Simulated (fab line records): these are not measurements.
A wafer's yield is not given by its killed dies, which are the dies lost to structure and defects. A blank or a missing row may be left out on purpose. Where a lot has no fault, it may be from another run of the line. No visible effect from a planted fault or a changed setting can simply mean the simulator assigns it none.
fab line records	flow n5Finfet	part 1 of 2: steps 1 to 4 of 6
[record] lots = 22	wafers = 66	lastDay = 17
route steps=1938 shown BEOL_M14@1729 BEOL_M15@1773
lots with no fault: from the same line, run without faults
startH: start of the lot's first displayed wafer, in hours after the record's first day	waitH: how many hours have passed since the lot's step before this one	" the same as in the row above	L1.1+2: one row covering several wafers at once	- no value present, or no start provided	* or withheld: withheld	< > ~ a bound
route shown NAME@n: a module of which the file shows steps, and the number in the route of the first	usual: the fault-free wafers' mean and standard deviation	same: alike in all rows	chamber/n: place in a boat	sites: readings site by site	_std_site: standard deviation across them	_edge_site: the outer-site mean with the inner-site mean subtracted	radiusMm: how far each site lies from the wafer's centre	mask NAME#n: copy n	behind: the last tool/chamber to shape the wafer	hold: why the lot went on hold/how many hours it stayed there/how the hold came to an end	device: the n, p or np transistor that did not switch	end of line: the tests these same wafers got at the end of their route	where a step has no rows: the recipe by itself	killed: the dies lost at the first sort to structure and to defects; this is not the yield of the wafer	map: shows each die of a wafer: x if killed, . if not, _ if none is there
set.NAME: the setting the step ran with; set.NAME@STEP: the setting that earlier step ran with	model.NAME: the simulator's own value behind a step, which no gauge read
the route's steps for a sample of lots (tables are steps, rows are wafers)
services: a tool's chamber out of use, with start hour (startH, from the record's first day; less than 0 if before it), hours out, and reason
[[steps]]
[step N5_BEOL_M14_DESCUM_15]
[recipe] chemistry = O2	timeS = 7.9	sourcePowerW = 50	biasPowerW = 20	pressureMtorr = 20	rfFrequencyHz = 2.712e+07	tempC = 40	o2FlowSccm = 225
[usual] chamberPressureMTorr = 20.001/0.029	drypumpMotorCurrentA = 5.6/0.39	oesProductAu = 0.80/0.083	rfVppV = 242.7/1.2	showerheadPlenumPTorr = 2.05/0.057	throttleValvePct = 20.28/0.22
[same] timeS = 7.9
lot.wafer	tool	chamber	startH	waitH	chamberPressureMTorr	drypumpMotorCurrentA	oesProductAu	rfHoursCounterH	rfVppV	showerheadPlenumPTorr	throttleValvePct
L074.2	rieDiel-04	2	258.47	0.5	19.995	5.5	0.81	90	242.0	2.03	20.20
L074.5	"	1	"	"	19.990	5.4	0.85	-	241.0	2.04	20.40
L074.6	"	3	"	"	19.984	4.9	0.75	-	242.7	1.98	20.34
L077.1	rieDiel-01	3	270.94	0.0	20.009	5.3	0.67	215	243.9	2.17	20.50
L077.4	"	2	"	"	20.000	5.9	0.87	39	242.6	2.05	20.18
L077.5	"	0	"	"	19.987	5.7	0.69	-	241.4	1.97	20.41
L078.1	rieDiel-04	1	279.94	0.0	20.002	5.4	0.84	69	243.0	2.04	20.42
L078.2	"	3	"	"	19.990	5.0	0.74	192	242.0	1.97	20.36
L078.3	"	2	"	"	19.981	5.5	0.79	99	240.8	2.03	20.22
L080.2	rieDiel-01	2	287.76	0.1	20.006	5.9	0.88	44	242.3	2.04	20.18
L080.4	"	0	"	"	20.020	5.7	0.70	247	243.5	1.97	20.42
L080.5	"	1	"	"	20.007	5.7	0.80	-	243.4	2.10	19.89
L079.2	rieDiel-01	0	293.46	0.3	19.988	5.8	0.69	250	241.9	1.97	20.42
L079.4	"	3	"	"	19.964	5.3	0.66	223	243.5	2.16	20.52
L079.6	"	0	"	"	19.999	5.8	0.69	-	241.8	1.97	20.43
L082.1	rieDiel-01	1	293.81	0.6	19.990	5.7	0.80	99	243.5	2.09	19.88
L082.4	"	2	"	"	20.002	5.9	0.86	-	242.0	2.04	20.19
L082.5	"	3	"	"	20.016	5.3	0.67	-	243.7	2.16	20.53
L083.1	rieDiel-03	2	300.17	0.0	19.992	5.6	0.85	72	244.2	2.10	19.87
L083.4	"	3	"	"	20.026	5.4	0.93	15	242.9	2.06	20.51
L083.5	"	0	"	"	20.005	6.4	0.68	-	242.6	2.05	20.53
L081.1	rieDiel-04	3	302.70	0.0	19.989	5.0	0.73	201	241.9	1.97	20.36
L081.4	"	1	"	"	19.989	5.4	0.82	78	241.6	2.03	20.42
L081.5	"	1	"	"	19.990	5.4	0.82	-	241.4	2.03	20.43
L084.1	rieDiel-04	2	306.78	0.0	20.023	5.5	0.78	109	243.2	2.02	20.22
L084.2	"	1	"	"	20.001	5.4	0.83	80	241.5	2.03	20.41
L084.5	"	3	"	"	19.990	4.9	0.73	-	240.8	1.97	20.36
L085.3	rieDiel-04	2	324.51	0.0	20.009	5.5	0.78	115	241.2	2.02	20.23
L085.4	"	3	"	"	20.007	4.9	0.73	208	241.3	1.97	20.38
L085.5	"	1	"	"	19.972	5.4	0.82	-	242.1	2.03	20.43
L087.1	rieDiel-04	0	329.31	0.0	19.974	6.1	0.94	16	242.2	2.02	20.10
L087.4	"	1	"	"	20.026	5.4	0.81	87	242.9	2.03	20.43
L087.6	"	2	"	"	20.007	5.5	0.77	-	241.6	2.02	20.25
L086.3	rieDiel-01	2	329.67	0.0	19.992	5.9	0.85	62	242.6	2.04	20.21
L086.4	"	1	"	"	19.991	5.7	0.79	114	243.7	2.09	19.92
L086.6	"	1	"	"	20.016	5.7	0.79	-	243.1	2.09	19.90
L089.2	rieDiel-03	2	338.69	0.0	20.027	5.6	0.83	86	243.3	2.10	19.89
L089.4	"	3	"	"	20.033	5.5	0.90	28	240.9	2.05	20.54
L089.6	"	1	"	"	20.013	5.1	0.80	-	243.5	2.12	20.33
L090.2	rieDiel-04	3	349.44	0.0	19.986	5.0	0.72	215	241.3	1.97	20.37
L090.3	"	1	"	"	19.997	5.4	0.81	93	242.3	2.03	20.44
L090.6	"	0	"	"	19.978	6.1	0.93	-	242.6	2.02	20.10
L088.1	rieDiel-01	2	350.66	0.4	20.016	5.9	0.84	70	242.7	2.04	20.22
L088.4	"	1	"	"	20.054	5.8	0.78	121	243.4	2.09	19.93
L088.5	"	1	"	"	19.996	5.8	0.78	-	242.8	2.09	19.92
L091.1	rieDiel-03	2	351.19	0.8	20.003	5.6	0.83	90	243.6	2.10	19.91
L091.3	"	1	"	"	20.011	5.1	0.80	72	243.3	2.11	20.35
L091.6	"	0	"	"	20.011	6.4	0.67	-	242.7	2.05	20.56
L092.2	rieDiel-04	0	359.53	0.0	20.016	6.1	0.92	25	243.2	2.02	20.09
L092.4	"	1	"	"	19.966	5.4	0.80	96	242.7	2.03	20.44
L092.5	"	0	"	"	20.009	6.1	0.93	-	242.9	2.02	20.09
L093.2	rieDiel-03	3	373.80	0.0	20.013	5.4	0.88	42	243.4	2.05	20.55
L093.3	"	3	"	"	19.989	5.4	0.87	-	241.6	2.05	20.54
L093.5	"	2	"	"	19.969	5.6	0.83	-	245.2	2.09	19.91
L095.1	rieDiel-03	3	374.83	0.0	20.010	5.4	0.88	42	243.9	2.05	20.56
L095.3	"	2	"	"	20.006	5.6	0.83	-	244.3	2.09	19.90
L095.6	"	3	"	"	20.020	5.4	0.89	-	242.3	2.05	20.55
L096.2	rieDiel-04	3	379.53	0.3	20.023	4.9	0.71	228	242.8	1.96	20.40
L096.3	"	0	"	"	19.958	6.0	0.90	35	239.7	2.02	20.11
L096.5	"	3	"	"	20.004	4.9	0.71	-	239.9	1.96	20.40
L094.1	rieDiel-04	3	383.57	1.2	20.028	4.9	0.70	230	240.6	1.96	20.41
L094.4	"	1	"	"	20.011	5.4	0.79	109	242.2	2.02	20.47
L094.5	"	1	"	"	19.990	5.4	0.79	-	242.3	2.02	20.46
L097.1	rieDiel-04	1	385.53	1.1	20.013	5.4	0.79	110	242.2	2.02	20.47
L097.2	"	3	"	"	20.005	4.9	0.71	231	241.0	1.96	20.41
L097.3	"	0	"	"	19.989	6.1	0.90	38	243.4	2.02	20.14
[step N5_BEOL_M14_TRENCH_ETCH_34]
[recipe] chemistry = C4F8/O2/Ar	target = SiO2	targetDepthA = 5566.5	maskMaterial = SOC	heInnerTorr = 15	heOuterTorr = 30	timeS = 126.9	ionEnergyEv = 800	pressureMtorr = 20	sourceW = 1905	biasW = 2040	Ar_flow_sccm = 400	C4F8_flow_sccm = 16	O2_flow_sccm = 12
[usual] chamberPressureMTorr = 19.999/0.019	drypumpMotorCurrentA = 5.6/0.37	oesProductAu = 0.81/0.082	rfVppV = 2195/42	showerheadPlenumPTorr = 3.40/0.099	throttleValvePct = 30.70/0.23
[same] timeS = 126.9
lot.wafer	tool	chamber	startH	waitH	chamberPressureMTorr	drypumpMotorCurrentA	oesProductAu	rfHoursCounterH	rfVppV	showerheadPlenumPTorr	throttleValvePct
L074.2	rieDiel-03	2	259.90	0.0	20.011	5.7	0.85	59	2252	3.45	30.19
L074.5	"	2	"	"	20.023	5.6	0.85	-	2252	3.45	30.17
L074.6	"	1	"	"	19.997	5.1	0.87	-	2112	3.49	30.90
L077.1	rieDiel-03	2	272.37	0.0	19.990	5.6	0.85	63	2254	3.45	30.18
L077.4	"	3	"	"	20.029	5.4	0.98	6	2190	3.35	30.73
L077.5	"	1	"	"	19.983	5.1	0.86	-	2111	3.49	30.88
L078.1	rieDiel-01	3	281.38	0.0	19.986	5.3	0.68	219	2202	3.56	30.98
L078.2	"	1	"	"	19.963	5.8	0.80	94	2174	3.49	30.64
L078.3	"	2	"	"	20.014	5.9	0.86	42	2172	3.41	30.93
L080.2	rieDiel-01	2	289.26	0.0	19.989	5.9	0.86	45	2172	3.41	30.94
L080.4	"	0	"	"	19.997	5.8	0.71	248	2233	3.23	30.57
L080.5	"	0	"	"	20.002	5.8	0.71	-	2233	3.23	30.58
L079.2	rieDiel-04	0	294.82	0.0	20.017	6.1	0.97	5	2233	3.35	30.61
L079.4	"	2	"	"	20.018	5.5	0.77	105	2216	3.31	30.46
L079.6	"	1	"	"	20.026	5.4	0.83	-	2214	3.31	30.67
L082.1	rieDiel-03	0	295.32	0.0	19.969	6.4	0.69	229	2155	3.41	31.06
L082.4	"	1	"	"	19.992	5.1	0.86	52	2111	3.49	30.92
L082.5	"	3	"	"	20.018	5.4	0.96	-	2191	3.35	30.73
L083.1	rieDiel-03	2	301.47	0.0	19.960	5.7	0.84	73	2252	3.45	30.21
L083.4	"	1	"	"	20.021	5.1	0.85	55	2112	3.48	30.90
L083.5	"	2	"	"	19.984	5.6	0.84	-	2250	3.45	30.20
L081.1	rieDiel-01	2	304.01	0.0	20.000	5.9	0.85	51	2170	3.40	30.95
L081.4	"	1	"	"	19.991	5.8	0.81	-	2174	3.48	30.65
L081.5	"	3	"	"	20.003	5.3	0.67	-	2203	3.55	31.01
L084.1	rieDiel-04	1	308.09	0.0	20.000	5.4	0.82	80	2214	3.31	30.67
L084.2	"	0	"	"	20.008	6.1	0.95	9	2233	3.35	30.62
L084.5	"	1	"	"	20.031	5.4	0.82	-	2215	3.31	30.67
L085.3	rieDiel-03	2	325.84	0.0	19.977	5.7	0.83	82	2253	3.44	30.20
L085.4	"	1	"	"	19.991	5.1	0.83	64	2110	3.48	30.89
L085.5	"	2	"	"	19.991	5.6	0.83	-	2251	3.44	30.21
L087.1	rieDiel-04	0	330.74	0.0	19.995	6.0	0.93	17	2235	3.35	30.62
L087.4	"	1	"	"	20.035	5.4	0.81	87	2214	3.31	30.68
L087.6	"	1	"	"	20.001	5.4	0.80	-	2213	3.31	30.67
L086.3	rieDiel-01	3	331.20	0.0	20.009	5.3	0.67	239	2201	3.55	31.03
L086.4	"	0	"	"	19.975	5.8	0.95	8	2271	3.63	30.51
L086.6	"	3	"	"	19.976	5.3	0.67	-	2202	3.55	31.03
L089.2	rieDiel-03	1	340.20	0.0	20.002	5.1	0.83	69	2111	3.48	30.90
L089.4	"	2	"	"	19.968	5.6	0.81	87	2250	3.44	30.21
L089.6	"	2	"	"	20.002	5.6	0.81	-	2251	3.44	30.21
L090.2	rieDiel-04	3	351.15	0.0	20.003	5.0	0.71	216	2158	3.28	30.85
L090.3	"	1	"	"	20.022	5.4	0.80	94	2213	3.31	30.68
L090.6	"	3	"	"	19.970	4.9	0.71	-	2157	3.28	30.86
L088.1	rieDiel-01	3	352.25	0.0	19.985	5.3	0.67	248	2201	3.54	31.03
L088.4	"	2	"	"	20.013	5.9	0.84	71	2169	3.39	30.98
L088.5	"	2	"	"	19.972	5.9	0.84	-	2171	3.39	30.97
L091.1	rieDiel-03	2	352.50	0.0	20.006	5.7	0.82	91	2250	3.44	30.21
L091.3	"	1	"	"	19.984	5.1	0.82	73	2110	3.47	30.92
L091.6	"	1	"	"	19.988	5.2	0.82	-	2111	3.47	30.92
L092.2	rieDiel-01	1	360.83	0.0	20.029	5.8	0.78	125	2174	3.47	30.65
L092.4	"	1	"	"	20.001	5.7	0.78	-	2173	3.47	30.66
L092.5	"	0	"	"	19.990	5.8	0.93	-	2269	3.62	30.50
L093.2	rieDiel-04	2	375.41	0.0	20.015	5.5	0.75	131	2214	3.30	30.49
L093.3	"	0	"	"	19.988	6.1	0.90	33	2235	3.34	30.63
L093.5	"	0	"	"	19.981	6.1	0.90	-	2232	3.34	30.64
L095.1	rieDiel-01	2	377.76	0.0	20.019	5.9	0.82	82	2168	3.39	30.97
L095.3	"	0	"	"	20.006	5.8	0.90	28	2270	3.61	30.53
L095.6	"	1	"	"	20.009	5.8	0.77	-	2173	3.47	30.68
L096.2	rieDiel-01	0	382.15	0.0	19.978	5.8	0.90	31	2269	3.61	30.53
L096.3	"	1	"	"	20.015	5.8	0.77	137	2172	3.47	30.69
L096.5	"	0	"	"	20.012	5.8	0.91	-	2270	3.61	30.52
L094.1	rieDiel-04	2	386.34	0.0	20.018	5.5	0.75	137	2214	3.30	30.50
L094.4	"	1	"	"	19.994	5.4	0.79	110	2213	3.30	30.70
L094.5	"	1	"	"	19.981	5.4	0.80	-	2214	3.30	30.71
L097.1	rieDiel-04	2	389.08	0.0	20.000	5.4	0.74	138	2214	3.30	30.47
L097.2	"	3	"	"	19.998	4.9	0.69	233	2157	3.27	30.87
L097.3	"	1	"	"	20.000	5.4	0.78	112	2213	3.30	30.70
[step N5_BEOL_M14_SPUTTER_44]
[recipe] material = Ta	targetThkA = 150	tempC = 50	biasV = 80	powerW = 15000	chamberPressurePa = 0.07	timeS = 24.19
[usual] cathodeDcPowerW = 15000/2.8	chamberPressurePa = 0.06999/0.00014	throttleValvePct = 30.4/0.9
[same] timeS = 24.19
lot.wafer	tool	chamber	startH	waitH	cathodeDcPowerW	chamberPressurePa	throttleValvePct
L074.2	pvdSputter-03	-	263.58	0.0	15001	0.06998	29.3
L074.5	"	-	"	"	15000	0.06988	30.4
L074.6	"	-	"	"	15000	0.07007	29.6
L077.1	pvdSputter-02	-	273.02	0.0	15001	0.07012	28.9
L077.4	"	-	"	"	15001	0.06977	32.4
L077.5	"	-	"	"	14999	0.07023	29.5
L078.1	pvdSputter-02	-	287.36	0.0	15001	0.06998	29.0
L078.2	"	-	"	"	15000	0.06986	31.1
L078.3	"	-	"	"	15001	0.07	32.6
L080.2	pvdSputter-01	-	292.46	0.0	15003	0.07	30.8
L080.4	"	-	"	"	15004	0.06975	29.3
L080.5	"	-	"	"	14998	0.06994	30.6
L079.2	pvdSputter-02	-	295.62	0.0	15001	0.06987	29.4
L079.4	"	-	"	"	15003	0.0698	31.1
L079.6	"	-	"	"	14999	0.06983	32.6
L082.1	pvdSputter-03	-	300.37	0.0	14998	0.07022	30.6
L082.4	"	-	"	"	14998	0.07007	30.6
L082.5	"	-	"	"	15004	0.07011	30.5
L083.1	pvdSputter-02	-	302.86	0.0	15000	0.06981	29.4
L083.4	"	-	"	"	15003	0.06978	29.4
L083.5	"	-	"	"	15004	0.06988	29.1
L081.1	pvdSputter-03	-	305.01	0.0	15001	0.06998	30.3
L081.4	"	-	"	"	15001	0.06992	30.6
L081.5	"	-	"	"	14998	0.06998	30.3
L084.1	pvdSputter-02	-	310.10	0.0	14996	0.06997	29.3
L084.2	"	-	"	"	15002	0.07006	32.4
L084.5	"	-	"	"	14998	0.06969	31.2
L085.3	pvdSputter-03	-	328.13	0.0	14995	0.06995	30.6
L085.4	"	-	"	"	15004	0.07005	30.5
L085.5	"	-	"	"	14998	0.06963	29.7
L087.1	pvdSputter-03	-	331.90	0.0	15001	0.06995	30.7
L087.4	"	-	"	"	15001	0.07014	30.5
L087.6	"	-	"	"	14995	0.06985	30.3
L086.3	pvdSputter-03	-	332.22	0.0	14996	0.0701	30.6
L086.4	"	-	"	"	14998	0.06999	29.3
L086.6	"	-	"	"	15004	0.06997	30.6
L089.2	pvdSputter-02	-	340.83	0.0	15003	0.07001	29.3
L089.4	"	-	"	"	14999	0.06999	30.7
L089.6	"	-	"	"	15004	0.07005	31.1
L090.2	pvdSputter-01	-	358.14	0.0	15002	0.06988	30.3
L090.3	"	-	"	"	14996	0.07003	30.8
L090.6	"	-	"	"	14997	0.07004	30.7
L088.1	pvdSputter-03	-	358.36	0.0	15001	0.07013	29.7
L088.4	"	-	"	"	15000	0.0701	30.4
L088.5	"	-	"	"	14997	0.06958	30.9
L091.1	pvdSputter-02	-	358.58	0.0	14996	0.06993	29.2
L091.3	"	-	"	"	14999	0.07003	31.0
L091.6	"	-	"	"	15003	0.07008	30.8
L092.2	pvdSputter-03	-	363.42	0.0	14999	0.07009	30.6
L092.4	"	-	"	"	15003	0.07004	30.6
L092.5	"	-	"	"	15002	0.07007	30.5
L093.2	pvdSputter-01	-	377.55	0.0	14997	0.06994	29.7
L093.3	"	-	"	"	15003	0.06997	30.6
L093.5	"	-	"	"	15006	0.06993	30.4
L095.1	pvdSputter-01	-	380.13	0.0	14997	0.06997	29.8
L095.3	"	-	"	"	15004	0.07008	30.5
L095.6	"	-	"	"	15001	0.07004	29.3
L096.2	pvdSputter-01	-	383.16	0.0	14997	0.07025	29.5
L096.3	"	-	"	"	14998	0.07008	30.8
L096.5	"	-	"	"	15004	0.06982	30.7
L094.1	pvdSputter-03	-	387.38	0.0	14999	0.06987	30.6
L094.4	"	-	"	"	15001	0.06962	30.9
L094.5	"	-	"	"	15000	0.07001	30.7
L097.1	pvdSputter-02	-	391.40	0.0	14998	0.06976	32.5
L097.2	"	-	"	"	15001	0.06999	29.4
L097.3	"	-	"	"	15003	0.07013	30.9
[step N5_BEOL_M15_ILD_DEP_00]
[recipe] material = SiO2	targetThkA = 16293	tempC = 400	precursor = TEOS/O2	pressureTorr = 6.5	rfW = 900	teosFlowSccm = 161.4	gas = O2	flowSccm = 2650	timeS = 346.1
[usual] heaterPowerW = 488/83	showerheadPlenumPTorr = 8.35/0.047	throttleValvePct = 18.3/1.2
[same] timeS = 346.1
lot.wafer	tool	chamber	startH	waitH	heaterPowerW	showerheadPlenumPTorr	throttleValvePct
L074.2	pecvd-03	2	265.00	0.0	458	8.31	17.8
L074.5	"	1	"	"	332	8.37	16.8
L074.6	"	2	"	"	462	8.33	17.6
L077.1	pecvd-04	1	274.19	0.0	613	8.43	18.4
L077.4	"	0	"	"	409	8.29	21.1
L077.5	"	2	"	"	367	8.30	18.2
L078.1	pecvd-03	2	288.68	0.0	467	8.35	17.8
L078.2	"	0	"	"	642	8.39	18.6
L078.3	"	1	"	"	458	8.33	17.1
L080.2	pecvd-04	1	293.63	0.0	524	8.46	18.5
L080.4	"	2	"	"	483	8.30	18.5
L080.5	"	0	"	"	404	8.31	21.2
L079.2	pecvd-03	2	297.08	0.0	477	8.35	17.8
L079.4	"	0	"	"	596	8.40	18.1
L079.6	"	1	"	"	445	8.34	17.1
L082.1	pecvd-04	0	301.56	0.0	493	8.30	21.2
L082.4	"	2	"	"	467	8.30	18.5
L082.5	"	0	"	"	545	8.31	21.4
L083.1	pecvd-03	2	304.03	0.0	414	8.37	17.7
L083.4	"	2	"	"	484	8.37	17.6
L083.5	"	0	"	"	635	8.40	18.1
L081.1	pecvd-03	1	306.18	0.0	390	8.38	17.0
L081.4	"	0	"	"	623	8.41	18.2
L081.5	"	1	"	"	448	8.35	16.8
L084.1	pecvd-04	1	311.60	0.0	592	8.44	18.5
L084.2	"	2	"	"	460	8.32	18.3
L084.5	"	2	"	"	504	8.29	18.2
L085.3	pecvd-02	2	329.44	0.0	548	8.25	18.1
L085.4	"	1	"	"	439	8.33	18.6
L085.5	"	2	"	"	440	8.27	18.0
L087.1	pecvd-02	1	333.07	0.0	495	8.36	18.6
L087.4	"	0	"	"	631	8.38	19.9
L087.6	"	2	"	"	454	8.28	17.9
L086.3	pecvd-04	0	333.39	0.0	542	8.32	21.1
L086.4	"	2	"	"	494	8.30	18.5
L086.6	"	1	"	"	491	8.45	18.3
L089.2	pecvd-04	2	342.05	0.0	480	8.31	18.6
L089.4	"	0	"	"	418	8.29	21.1
L089.6	"	2	"	"	365	8.32	18.4
L090.2	pecvd-03	2	359.38	0.0	408	8.35	17.7
L090.3	"	1	"	"	438	8.36	17.1
L090.6	"	1	"	"	335	8.36	16.8
L088.1	pecvd-02	0	359.76	0.0	545	8.35	19.9
L088.4	"	1	"	"	427	8.33	18.4
L088.5	"	2	"	"	429	8.25	17.9
L091.1	pecvd-03	2	360.53	0.0	428	8.36	18.0
L091.3	"	0	"	"	515	8.40	18.0
L091.6	"	2	"	"	485	8.37	17.8
L092.2	pecvd-02	0	364.85	0.0	595	8.36	20.2
L092.4	"	0	"	"	478	8.34	19.9
L092.5	"	1	"	"	438	8.35	18.4
L093.2	pecvd-02	2	379.11	0.0	540	8.27	18.2
L093.3	"	0	"	"	520	8.37	20.1
L093.5	"	0	"	"	589	8.34	19.9
L095.1	pecvd-03	1	381.31	0.0	347	8.37	16.9
L095.3	"	0	"	"	552	8.40	18.0
L095.6	"	0	"	"	622	8.42	18.1
L096.2	pecvd-03	1	384.33	0.0	460	8.37	16.9
L096.3	"	0	"	"	607	8.39	18.3
L096.5	"	0	"	"	499	8.39	18.3
L094.1	pecvd-03	2	388.55	0.0	482	8.34	17.6
L094.4	"	2	"	"	369	8.36	17.5
L094.5	"	1	"	"	431	8.38	16.9
L097.1	pecvd-03	2	392.57	0.0	437	8.37	17.7
L097.2	"	0	"	"	589	8.40	18.2
L097.3	"	1	"	"	366	8.38	16.9
